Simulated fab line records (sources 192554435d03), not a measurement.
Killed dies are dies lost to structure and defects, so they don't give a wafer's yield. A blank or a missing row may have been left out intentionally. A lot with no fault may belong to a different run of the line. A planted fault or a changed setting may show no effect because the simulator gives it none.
Chamber matching    flow n5Finfet    rieDiel-06 running N5_BEOL_M3_DESCUM_33: 4 sister chambers
The step chemistry O2, time 7 s. 4 wafers are shown with their chamber, then 9 later ones without.

== EACH WAFER AND ITS CHAMBER ==
wafer   chamber  showerheadPlenumPTorr (Torr)
L086.2  3        2.13
L092.2  0        2.16
L092.3  1        2.15
L092.4  2        2.00

== WAFERS WHOSE CHAMBER IS MISSING ==
wafer   showerheadPlenumPTorr (Torr)
L090.2  2.00
L090.4  2.12
L090.5  2.15
L097.1  1.99
L097.2  2.12
L097.6  2.15
L094.1  2.15
L094.2  2.14
L094.6  2.14

== WHICH CHAMBER EACH ONE RAN IN ==
wafer   from the rows above           in truth
L090.2  2                             2
L090.4  3                             3
L090.5  can't be placed: 1 or 0       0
L097.1  2                             2
L097.2  3                             3
L097.6  can't be placed: 1 or 0       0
L094.1  can't be placed: 1 or 0       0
L094.2  can't be placed: 1 or 3 or 0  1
L094.6  can't be placed: 1 or 3 or 0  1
Correctly placed: 4 of 9. Cannot be placed on the basis of these rows: 5; the candidates contain the true chamber in 5. Number placed wrongly: 0.
How it was worked out, from the rows above alone: a wafer's distance from a chamber is the root of the sum, over the readings, of the square of ((its reading less the chamber's mean) divided by the reading's scatter). If the next closest chamber is less than 2 further off than the closest, the wafer can't be placed; otherwise it belongs to the closest. The mean given for a chamber averages the wafers shown for that chamber. The scatter: with one shown wafer a chamber, the root of the mean of the squares of how far each hidden wafer lies from its nearest shown one.
